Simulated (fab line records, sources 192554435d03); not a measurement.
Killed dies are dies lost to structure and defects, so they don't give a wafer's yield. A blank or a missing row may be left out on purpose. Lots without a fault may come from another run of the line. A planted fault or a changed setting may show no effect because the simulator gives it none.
fab line records | flow n5_finfet
record lots=24 wafers=72 last_day=17
route steps=1938 shown BEOL_M5@1151 BEOL_M6@1196
lots that met no fault: from a run of the same line without faults
start_h: hours from the record's first day to the start of the lot's first wafer shown | wait_h: hours since the lot's step before | " the same as in the row above | L1.1+2: a row that stands for several wafers | - no value, or no start given | * or withheld: withheld | < > ~ a bound
route shown NAME@n: a module of which the file shows steps, and the number in the route of the first | usual: mean/standard deviation of fault-free wafers | same: alike in all rows | chamber/n: place in a boat | sites: the reading at each site | _std_site: their standard deviation | _edge_site: outer sites' mean less inner sites' | radius_mm: how far each site lies from the wafer's centre | mask NAME#n: copy n | behind: the tool/chamber that last shaped the wafer | hold: why the lot was held/for how many hours/how that ended | device: the transistor (n, p or np) that didn't switch | end of line: the same wafers' tests at the end of the route | a step without rows: its recipe alone | killed: dies lost to structure and defects at the first sort, not the wafer's yield | map: a wafer's dies, x killed, . not, _ none there
set.NAME: the setting as run; set.NAME@STEP: as run at that earlier step | model.NAME: the simulator's own value behind a step, which no gauge read
steps of the route over a sample of lots; a table a step, a row a wafer
services: from which hour (start_h, from the record's first day; less than 0 if before it) a tool's chamber was out of use, for how many hours, and why
## steps
# step N5_BEOL_M5_DESCUM_33
# recipe chemistry=O2 time_s=7 source_power_w=50 bias_power_w=20 pressure_mtorr=20 rf_frequency_hz=2.712e+07 temp_c=40 resist=CAR-EUV o2_flow_sccm=225
# usual drypump_motor_current_A=5.7/0.38 oes_product_au=0.76/0.087 rf_vpp_V=242.9/1.3 showerhead_plenum_p_Torr=2.07/0.064 temp_c=39.98/0.12 throttle_valve_pct=20.48/0.24
# columns lot.wafer tool chamber start_h wait_h drypump_motor_current_A oes_product_au rf_hours_counter_h rf_vpp_V showerhead_plenum_p_Torr temp_c throttle_valve_pct
L074.1 rie_diel-03 3 169.01 0.0 5.8 0.73 188 240.1 2.00 40.06 20.50
L074.3 " 1 " " 6.3 0.75 163 244.0 2.15 40.00 20.63
L074.5 " 1 " " 6.2 0.76 - 244.1 2.15 40.02 20.62
L075.2 rie_diel-03 2 176.89 0.0 6.0 0.68 248 239.3 1.98 39.86 20.82
L075.4 " 0 " " 5.7 0.74 183 244.0 2.20 40.07 20.70
L075.6 " 2 " " 6.0 0.69 - 242.4 1.98 40.01 20.81
L076.2 rie_diel-02 2 176.99 0.0 5.1 0.70 196 242.4 2.08 40.25 20.64
L076.4 " 0 " " 6.2 0.73 197 242.5 2.04 39.76 20.56
L076.6 " 2 " " 5.1 0.70 - 243.6 2.08 39.99 20.65
L077.1 rie_diel-02 0 186.29 0.3 6.2 0.73 199 241.8 2.03 40.06 20.59
L077.2 " 2 " " 5.1 0.69 198 242.0 2.08 39.89 20.65
L077.6 " 3 " " 5.4 0.80 - 244.8 2.09 39.99 19.90
L078.1 rie_diel-01 1 188.76 0.4 5.5 0.72 189 243.4 2.08 39.89 20.56
L078.4 " 2 " " 6.3 0.75 152 240.8 2.00 39.81 20.28
L078.6 " 1 " " 5.5 0.73 - 242.4 2.08 40.13 20.56
L079.1 rie_diel-03 1 199.19 0.3 6.2 0.74 175 243.8 2.14 40.01 20.62
L079.2 " 0 " " 5.7 0.73 191 243.9 2.20 40.21 20.72
L079.3 " 3 " " 5.7 0.73 198 242.8 2.00 39.93 20.53
L080.1 rie_diel-02 2 206.39 0.2 5.2 0.69 205 242.8 2.08 40.12 20.67
L080.5 " 1 " " 5.8 0.93 - 242.4 2.05 40.08 20.21
L080.6 " 0 " " 6.2 0.73 - 243.8 2.03 39.92 20.59
L081.1 rie_diel-03 1 209.83 0.2 6.2 0.75 178 243.5 2.14 40.20 20.63
L081.5 " 0 " " 5.7 0.73 - 243.6 2.19 40.25 20.73
L081.6 " 3 " " 5.8 0.72 - 241.4 1.99 40.12 20.53
L082.1 rie_diel-03 3 220.01 0.0 5.7 0.71 205 242.5 1.99 39.99 20.53
L082.3 " 2 " " 6.0 1.00 5 245.7 2.24 39.94 20.55
L082.5 " 2 " " 6.0 0.99 - 245.5 2.24 39.99 20.57
L083.1 rie_diel-02 0 226.33 0.0 6.2 0.73 211 243.3 2.03 39.99 20.58
L083.2 " 1 " " 5.7 0.91 36 241.2 2.05 40.02 20.23
L083.5 " 2 " " 5.1 0.69 - 243.9 2.08 40.04 20.67
L084.1 rie_diel-01 2 232.05 0.0 6.3 0.73 170 242.6 1.99 39.89 20.35
L084.3 " 1 " " 5.5 0.72 207 244.0 2.07 39.78 20.57
L084.4 " 2 " " 6.3 0.74 - 241.7 1.99 39.84 20.32
L085.1 rie_diel-01 2 235.58 0.2 6.3 0.73 171 241.4 1.99 40.06 20.32
L085.2 " 3 " " 5.4 0.71 188 243.8 2.08 39.91 20.50
L085.6 " 1 " " 5.5 0.72 - 243.7 2.07 40.02 20.58
L086.1 rie_diel-03 2 251.29 0.7 6.0 0.97 11 246.3 2.24 39.93 20.56
L086.3 " 3 " " 5.7 0.71 210 241.9 1.99 40.04 20.54
L086.5 " 1 " " 6.2 0.74 - 245.8 2.14 39.93 20.64
L088.3 rie_diel-01 0 251.78 0.3 5.7 0.68 245 242.0 2.08 40.05 20.55
L088.5 " 1 " " 5.5 0.72 - 241.1 2.07 40.22 20.59
L088.6 " 2 " " 6.3 0.72 - 240.2 1.99 40.09 20.36
L087.1 rie_diel-02 1 252.08 0.2 5.8 0.90 46 243.4 2.05 39.98 20.23
L087.2 " 2 " " 5.1 0.69 221 243.3 2.07 40.03 20.68
L087.3 " 0 " " 6.2 0.72 221 243.5 2.03 40.00 20.63
L089.1 rie_diel-02 2 252.47 0.3 5.2 0.67 221 243.3 2.07 40.06 20.67
L089.2 " 0 " " 6.3 0.71 221 242.6 2.03 40.10 20.61
L089.5 " 3 " " 5.3 0.77 - 244.6 2.09 39.72 19.94
L090.2 rie_diel-02 1 262.26 0.0 5.8 0.89 48 243.7 2.05 40.14 20.23
L090.4 " 0 " " 6.3 0.71 223 242.2 2.03 39.91 20.62
L090.6 " 2 " " 5.2 0.68 - 243.7 2.07 39.90 20.70
L091.1 rie_diel-01 1 272.86 0.4 5.5 0.70 223 243.0 2.07 39.94 20.61
L091.2 " 3 " " 5.4 0.70 203 241.4 2.07 39.91 20.52
L091.6 " 2 " " 6.3 0.73 - 241.4 1.98 39.93 20.36
L092.1 rie_diel-02 2 279.16 0.3 5.2 0.68 230 243.4 2.07 39.89 20.70
L092.2 " 0 " " 6.3 0.71 230 243.4 2.02 40.10 20.63
L092.3 " 1 " " 5.8 0.88 55 242.3 2.04 39.86 20.26
L094.2 rie_diel-02 3 295.55 0.0 5.4 0.76 123 242.2 2.08 39.89 19.95
L094.3 " 0 " " 6.3 0.70 236 243.5 2.02 40.01 20.64
L094.5 " 2 " " 5.2 0.67 - 241.7 2.07 39.96 20.71
L093.1 rie_diel-01 0 295.90 0.0 5.7 1.00 0 242.0 2.08 40.12 20.06
L093.2 " 3 " " 5.5 0.70 212 243.3 2.07 39.95 20.52
L093.3 " 2 " " 6.3 0.72 194 241.4 1.98 39.95 20.37
L095.1 rie_diel-01 1 300.03 0.0 5.5 0.69 233 242.8 2.06 39.97 20.61
L095.3 " 3 " " 5.4 0.69 213 242.9 2.07 40.20 20.54
L095.6 " 2 " " 6.3 0.71 - 240.8 1.98 39.91 20.37
L096.2 rie_diel-03 2 311.34 0.0 6.0 0.91 29 245.4 2.23 39.86 20.60
L096.3 " 1 " " 6.3 0.72 203 244.7 2.13 39.97 20.67
L096.6 " 0 " " 5.7 0.71 - 243.1 2.18 39.97 20.75
L097.1 rie_diel-01 0 313.46 0.3 5.7 0.96 6 243.3 2.08 39.81 20.09
L097.3 " 2 " " 6.3 0.71 199 242.3 1.98 39.84 20.36
L097.6 " 3 " " 5.4 0.69 - 243.2 2.07 39.90 20.55
# step N5_BEOL_M5_DEGAS_44
# recipe ambient=vacuum temp_c=250 time_s=60
# usual heater_power_w=333/31
# columns lot.wafer tool chamber start_h wait_h heater_power_w
L074.1 pvd_sputter-02 - 170.03 0.4 326
L074.3 " - " " 277
L074.5 " - " " 272
L075.2 pvd_sputter-01 - 177.84 0.2 364
L075.4 " - " " 311
L075.6 " - " " 355
L076.2 pvd_sputter-02 - 178.07 0.3 391
L076.4 " - " " 348
L076.6 " - " " 283
L077.1 pvd_sputter-03 - 187.29 0.3 309
L077.2 " - " " 299
L077.6 " - " " 313
L078.1 pvd_sputter-01 - 190.09 0.4 367
L078.4 " - " " 348
L078.6 " - " " 344
L079.1 pvd_sputter-03 - 201.18 1.3 343
L079.2 " - " " 324
L079.3 " - " " 317
L080.1 pvd_sputter-03 - 207.41 0.4 328
L080.5 " - " " 291
L080.6 " - " " 307
L081.1 pvd_sputter-02 - 211.19 0.6 398
L081.5 " - " " 320
L081.6 " - " " 350
L082.1 pvd_sputter-02 - 221.38 0.6 275
L082.3 " - " " 319
L082.5 " - " " 344
L083.1 pvd_sputter-03 - 227.75 0.8 328
L083.2 " - " " 306
L083.5 " - " " 324
L084.1 pvd_sputter-03 - 233.09 0.4 303
L084.3 " - " " 334
L084.4 " - " " 327
L085.1 pvd_sputter-03 - 236.57 0.3 339
L085.2 " - " " 301
L085.6 " - " " 301
L086.1 pvd_sputter-01 - 252.52 0.5 351
L086.3 " - " " 371
L086.5 " - " " 312
L088.3 pvd_sputter-02 - 253.12 0.3 340
L088.5 " - " " 282
L088.6 " - " " 324
L087.1 pvd_sputter-02 - 253.69 0.8 317
L087.2 " - " " 349
L087.3 " - " " 283
L089.1 pvd_sputter-01 - 254.35 1.1 352
L089.2 " - " " 365
L089.5 " - " " 351
L090.2 pvd_sputter-02 - 263.49 0.4 350
L090.4 " - " " 279
L090.6 " - " " 279
L091.1 pvd_sputter-01 - 274.14 0.6 378
L091.2 " - " " 356
L091.6 " - " " 305
L092.1 pvd_sputter-03 - 280.58 0.5 334
L092.2 " - " " 333
L092.3 " - " " 320
L094.2 pvd_sputter-01 - 296.56 0.3 301
L094.3 " - " " 347
L094.5 " - " " 354
L093.1 pvd_sputter-01 - 296.83 0.3 299
L093.2 " - " " 355
L093.3 " - " " 352
L095.1 pvd_sputter-02 - 301.56 0.9 353
L095.3 " - " " 274
L095.6 " - " " 313
L096.2 pvd_sputter-02 - 313.81 1.8 350
L096.3 " - " " 278
L096.6 " - " " 325
L097.1 pvd_sputter-01 - 314.58 0.3 306
L097.3 " - " " 373
L097.6 " - " " 353
# step N5_BEOL_M5_SPUTTER_48
# recipe material=Cu target_thk_a=150 temp_c=-20 chamber_pressure_pa=0.07 power_w=withheld time_s=27.62
# usual throttle_valve_pct=29.8/0.71
# columns lot.wafer tool chamber start_h wait_h throttle_valve_pct
L074.1 pvd_sputter-02 - 171.07 0.1 29.7
L074.3 " - " " 28.4
L074.5 " - " " 29.5
L075.2 pvd_sputter-02 - 178.65 0.2 30.9
L075.4 " - " " 30.1
L075.6 " - " " 29.6
L076.2 pvd_sputter-01 - 180.14 1.5 29.2
L076.4 " - " " 30.3
L076.6 " - " " 29.4
L077.1 pvd_sputter-02 - 188.20 0.2 29.7
L077.2 " - " " 28.2
L077.6 " - " " 28.7
L078.1 pvd_sputter-01 - 190.73 0.1 30.2
L078.4 " - " " 28.9
L078.6 " - " " 30.1
L079.1 pvd_sputter-01 - 201.84 0.1 30.2
L079.2 " - " " 29.5
L079.3 " - " " 30.0
L080.1 pvd_sputter-01 - 208.19 0.1 29.5
L080.5 " - " " 29.2
L080.6 " - " " 29.7
L081.1 pvd_sputter-02 - 211.99 0.1 28.4
L081.5 " - " " 28.6
L081.6 " - " " 29.5
L082.1 pvd_sputter-03 - 222.72 0.2 28.9
L082.3 " - " " 30.9
L082.5 " - " " 30.4
L083.1 pvd_sputter-02 - 228.40 0.2 29.8
L083.2 " - " " 29.3
L083.5 " - " " 29.5
L084.1 pvd_sputter-01 - 233.82 0.1 29.6
L084.3 " - " " 30.5
L084.4 " - " " 30.3
L085.1 pvd_sputter-02 - 237.23 0.2 29.5
L085.2 " - " " 30.8
L085.6 " - " " 29.9
L086.1 pvd_sputter-03 - 253.07 0.1 30.8
L086.3 " - " " 30.2
L086.5 " - " " 30.1
L088.3 pvd_sputter-02 - 253.93 0.1 29.4
L088.5 " - " " 29.9
L088.6 " - " " 28.4
L087.1 pvd_sputter-01 - 254.55 0.1 30.0
L087.2 " - " " 29.2
L087.3 " - " " 29.3
L089.1 pvd_sputter-03 - 257.83 0.1 31.1
L089.2 " - " " 29.0
L089.5 " - " " 29.0
L090.2 pvd_sputter-02 - 265.47 1.2 29.6
L090.4 " - " " 29.5
L090.6 " - " " 29.7
L091.1 pvd_sputter-01 - 274.81 0.1 29.2
L091.2 " - " " 30.4
L091.6 " - " " 29.4
L092.1 pvd_sputter-01 - 281.21 0.1 29.1
L092.2 " - " " 29.6
L092.3 " - " " 30.4
L094.2 pvd_sputter-01 - 297.11 0.1 29.5
L094.3 " - " " 29.4
L094.5 " - " " 30.3
L093.1 pvd_sputter-03 - 297.45 0.1 30.0
L093.2 " - " " 30.9
L093.3 " - " " 29.2
L095.1 pvd_sputter-01 - 302.18 0.2 30.4
L095.3 " - " " 29.1
L095.6 " - " " 30.1
L096.2 pvd_sputter-02 - 314.39 0.1 30.9
L096.3 " - " " 29.7
L096.6 " - " " 29.5
L097.1 pvd_sputter-03 - 317.41 0.2 29.0
L097.3 " - " " 31.0
L097.6 " - " " 30.2
# step N5_BEOL_M5_ANNEAL_49
# recipe temp_c=400 time_s=1800 ambient=vacuum
# usual heater_power_w=836/80
# columns lot.wafer tool chamber start_h wait_h heater_power_w
L074.1 pvd_sputter-02 - 171.15 0.0 695
L074.3 " - " " 974
L074.5 " - " " 690
L075.2 pvd_sputter-02 - 178.73 0.0 802
L075.4 " - " " 868
L075.6 " - " " 856
L076.2 pvd_sputter-01 - 180.22 0.0 863
L076.4 " - " " 922
L076.6 " - " " 756
L077.1 pvd_sputter-02 - 188.28 0.0 887
L077.2 " - " " 979
L077.6 " - " " 968
L078.1 pvd_sputter-01 - 190.81 0.0 867
L078.4 " - " " 879
L078.6 " - " " 883
L079.1 pvd_sputter-01 - 201.92 0.0 903
L079.2 " - " " 754
L079.3 " - " " 888
L080.1 pvd_sputter-01 - 208.27 0.0 869
L080.5 " - " " 905
L080.6 " - " " 761
L081.1 pvd_sputter-02 - 212.07 0.0 967
L081.5 " - " " 973
L081.6 " - " " 698
L082.1 pvd_sputter-03 - 222.80 0.0 852
L082.3 " - " " 819
L082.5 " - " " 792
L083.1 pvd_sputter-02 - 228.48 0.0 882
L083.2 " - " " 698
L083.5 " - " " 871
L084.1 pvd_sputter-01 - 233.90 0.0 741
L084.3 " - " " 934
L084.4 " - " " 882
L085.1 pvd_sputter-02 - 237.31 0.0 881
L085.2 " - " " 782
L085.6 " - " " 691
L086.1 pvd_sputter-03 - 253.15 0.0 828
L086.3 " - " " 791
L086.5 " - " " 811
L088.3 pvd_sputter-02 - 254.01 0.0 698
L088.5 " - " " 870
L088.6 " - " " 977
L087.1 pvd_sputter-01 - 254.63 0.0 873
L087.2 " - " " 872
L087.3 " - " " 748
L089.1 pvd_sputter-03 - 257.91 0.0 797
L089.2 " - " " 837
L089.5 " - " " 844
L090.2 pvd_sputter-02 - 265.55 0.0 690
L090.4 " - " " 866
L090.6 " - " " 838
L091.1 pvd_sputter-01 - 274.89 0.0 858
L091.2 " - " " 884
L091.6 " - " " 874
L092.1 pvd_sputter-01 - 281.29 0.0 849
L092.2 " - " " 740
L092.3 " - " " 911
L094.2 pvd_sputter-01 - 297.19 0.0 755
L094.3 " - " " 890
L094.5 " - " " 926
L093.1 pvd_sputter-03 - 297.53 0.0 804
L093.2 " - " " 782
L093.3 " - " " 835
L095.1 pvd_sputter-01 - 302.26 0.0 899
L095.3 " - " " 880
L095.6 " - " " 877
L096.2 pvd_sputter-02 - 314.47 0.0 808
L096.3 " - " " 716
L096.6 " - " " 836
L097.1 pvd_sputter-03 - 317.49 0.0 834
L097.3 " - " " 799
L097.6 " - " " 796
# step N5_BEOL_M5_SPUTTER_81
# recipe material=Cu target_thk_a=150 temp_c=-20 chamber_pressure_pa=0.07 power_w=withheld time_s=27.62
# usual throttle_valve_pct=29.8/0.71
# columns lot.wafer tool chamber start_h wait_h throttle_valve_pct
L074.1 pvd_sputter-02 - 172.15 0.5 29.3
L074.3 " - " " 28.4
L074.5 " - " " 29.4
L075.2 pvd_sputter-02 - 179.74 0.5 31.2
L075.4 " - " " 29.9
L075.6 " - " " 29.7
L076.2 pvd_sputter-01 - 181.22 0.5 29.3
L076.4 " - " " 30.1
L076.6 " - " " 29.5
L077.1 pvd_sputter-02 - 189.29 0.5 29.7
L077.2 " - " " 28.4
L077.6 " - " " 28.5
L078.1 pvd_sputter-01 - 191.82 0.5 29.9
L078.4 " - " " 29.2
L078.6 " - " " 30.3
L079.1 pvd_sputter-01 - 202.93 0.5 30.4
L079.2 " - " " 29.7
L079.3 " - " " 30.1
L080.1 pvd_sputter-01 - 209.28 0.5 29.2
L080.5 " - " " 28.9
L080.6 " - " " 29.6
L081.1 pvd_sputter-02 - 213.16 0.5 28.3
L081.5 " - " " 28.4
L081.6 " - " " 29.5
L082.1 pvd_sputter-03 - 223.81 0.5 29.5
L082.3 " - " " 31.1
L082.5 " - " " 30.3
L083.1 pvd_sputter-02 - 229.48 0.5 29.6
L083.2 " - " " 29.7
L083.5 " - " " 29.8
L084.1 pvd_sputter-01 - 234.91 0.5 29.3
L084.3 " - " " 30.3
L084.4 " - " " 29.9
L085.1 pvd_sputter-02 - 238.32 0.5 29.5
L085.2 " - " " 31.0
L085.6 " - " " 29.5
L086.1 pvd_sputter-03 - 254.15 0.5 31.1
L086.3 " - " " 30.2
L086.5 " - " " 30.2
L088.3 pvd_sputter-02 - 255.02 0.5 29.5
L088.5 " - " " 29.6
L088.6 " - " " 28.4
L087.1 pvd_sputter-01 - 255.64 0.5 30.3
L087.2 " - " " 29.2
L087.3 " - " " 29.7
L089.1 pvd_sputter-03 - 258.92 0.5 31.1
L089.2 " - " " 29.2
L089.5 " - " " 29.2
L090.2 pvd_sputter-02 - 266.55 0.5 29.7
L090.4 " - " " 29.4
L090.6 " - " " 29.6
L091.1 pvd_sputter-01 - 275.89 0.5 29.4
L091.2 " - " " 30.2
L091.6 " - " " 29.2
L092.1 pvd_sputter-01 - 282.30 0.5 29.3
L092.2 " - " " 29.6
L092.3 " - " " 30.2
L094.2 pvd_sputter-01 - 298.20 0.5 29.5
L094.3 " - " " 29.0
L094.5 " - " " 30.5
L093.1 pvd_sputter-03 - 298.54 0.5 30.5
L093.2 " - " " 31.0
L093.3 " - " " 29.2
L095.1 pvd_sputter-01 - 303.27 0.5 30.0
L095.3 " - " " 29.2
L095.6 " - " " 30.2
L096.2 pvd_sputter-02 - 315.47 0.5 30.7
L096.3 " - " " 29.6
L096.6 " - " " 29.5
L097.1 pvd_sputter-03 - 318.49 0.5 29.1
L097.3 " - " " 30.9
L097.6 " - " " 30.1
# step N5_BEOL_M6_THK_MEAS_01
# recipe reads=SiCOH_lowk_of_BEOL_M6_ILD_DEP_00
# usual M6_ILD_THK=155.2/2.2
# columns lot.wafer tool chamber start_h wait_h M6_ILD_THK[nm]
L074.1 film_metro-02 - 177.23 0.4 152.0
L074.3 " - " " 154.4
L074.5 " - " " 155.7
L075.2 film_metro-01 - 184.76 0.4 150.1
L075.4 " - " " 158.8
L075.6 " - " " 154.2
L076.2 film_metro-02 - 186.41 0.4 155.6
L076.4 " - " " 158.1
L076.6 " - " " 155.8
L077.1 film_metro-01 - 194.26 0.4 154.7
L077.2 " - " " 152.1
L077.6 " - " " 157.5
L078.1 film_metro-01 - 196.77 0.4 154.4
L078.4 " - " " 156.9
L078.6 " - " " 158.0
L079.1 film_metro-02 - 208.37 0.8 153.0
L079.2 " - " " 151.0
L079.3 " - " " 153.8
L080.1 film_metro-02 - 214.40 0.4 156.9
L080.5 " - " " 156.4
L080.6 " - " " 157.7
L081.1 film_metro-02 - 218.22 0.4 151.7
L081.5 " - " " 158.3
L081.6 " - " " 156.5
L082.1 film_metro-02 - 228.85 0.4 154.5
L082.3 " - " " 154.7
L082.5 " - " " 154.2
L083.1 film_metro-01 - 234.85 0.4 153.2
L083.2 " - " " 155.7
L083.5 " - " " 154.9
L084.1 film_metro-01 - 240.37 0.8 155.3
L084.3 " - " " 152.3
L084.4 " - " " 153.3
L085.1 film_metro-01 - 243.29 0.4 153.3
L085.2 " - " " 154.8
L085.6 " - " " 156.2
L086.1 film_metro-02 - 259.15 0.4 151.0
L086.3 " - " " 153.0
L086.5 " - " " 154.2
L088.3 film_metro-01 - 259.98 0.3 152.5
L088.5 " - " " 157.3
L088.6 " - " " 157.7
L087.1 film_metro-01 - 261.17 0.8 153.0
L087.2 " - " " 154.3
L087.3 " - " " 153.4
L089.1 film_metro-01 - 264.35 0.8 155.2
L089.2 " - " " 154.8
L089.5 " - " " 156.7
L090.2 film_metro-01 - 271.66 0.4 155.2
L090.4 " - " " 157.4
L090.6 " - " " 154.4
L091.1 film_metro-02 - 281.41 0.8 155.9
L091.2 " - " " 156.5
L091.6 " - " " 158.2
L092.1 film_metro-02 - 287.25 0.4 156.8
L092.2 " - " " 156.0
L092.3 " - " " 155.9
L094.2 film_metro-01 - 303.18 0.4 153.0
L094.3 " - " " 155.4
L094.5 " - " " 157.1
L093.1 film_metro-01 - 303.71 0.4 154.6
L093.2 " - " " 153.1
L093.3 " - " " 155.6
L095.1 film_metro-01 - 308.56 0.4 152.8
L095.3 " - " " 151.8
L095.6 " - " " 154.7
L096.2 film_metro-02 - 320.45 0.4 153.0
L096.3 " - " " 157.3
L096.6 " - " " 155.0
L097.1 film_metro-01 - 323.52 0.4 149.0
L097.3 " - " " 153.9
L097.6 " - " " 152.1
## services
# columns tool chamber start_h hours kind
rie_diel-01 3 176.74 8.3 repair
rie_diel-03 2 181.29 - clean
rie_diel-03 2 181.29 - consumable_replace:focus_ring
rie_diel-03 2 181.29 - consumable_replace:showerhead
rie_diel-03 - 234.90 15.6 pm
pvd_sputter-01 - 252.79 1.5 repair
rie_diel-01 0 270.83 - clean
rie_diel-01 0 270.83 - consumable_replace:focus_ring
rie_diel-01 0 270.83 24.0 scheduled_down
rie_diel-01 0 270.83 24.0 vent_cycle
rie_diel-01 - 300.50 2.8 pm
## key
fault none
